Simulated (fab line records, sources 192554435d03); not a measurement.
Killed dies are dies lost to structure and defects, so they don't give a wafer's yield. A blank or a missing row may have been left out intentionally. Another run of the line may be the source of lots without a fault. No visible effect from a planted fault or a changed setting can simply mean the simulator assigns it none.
Matching of chambers -- flow n5Finfet -- N5_BEOL_M8_DESCUM_33 on rieDiel-04 has 4 sister chambers
The step chemistry O2, time 7 s. 4 wafers are shown with their chamber, then 7 later ones without.

## EACH WAFER AND ITS CHAMBER
wafer,chamber,drypumpMotorCurrentA (A)
L082.3,1,5.7
L090.5,2,5.7
L093.2,0,6.6
L093.4,3,5.7

## WAFERS WITH NO CHAMBER GIVEN
wafer,drypumpMotorCurrentA (A)
L093.6,5.8
L096.1,5.7
L096.2,6.6
L096.6,5.7
L097.2,5.7
L097.3,5.7
L097.5,6.6

## WHICH CHAMBER EACH ONE RAN IN
wafer,from the rows above,in truth
L093.6,can't be placed: 1 or 2 or 3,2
L096.1,can't be placed: 1 or 2 or 3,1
L096.2,0,0
L096.6,can't be placed: 1 or 2 or 3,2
L097.2,can't be placed: 1 or 2 or 3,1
L097.3,can't be placed: 1 or 2 or 3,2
L097.5,0,0
Correct placement for 2 of the 7. Can't be placed from these rows: 5 (the true chamber is among the candidates in 5). Wrongly placed: 0.
How it was worked out, from the rows above alone: a wafer's distance from a chamber is the root of the sum, over the readings, of the square of ((its reading less the chamber's mean) divided by the reading's scatter). If the next closest chamber is less than 2 further off than the closest, the wafer can't be placed; otherwise it belongs to the closest. For every chamber, the mean is computed from those of its wafers that are shown. The scatter: root of mean squared gap, hidden wafer to nearest shown wafer, with one shown wafer a chamber.
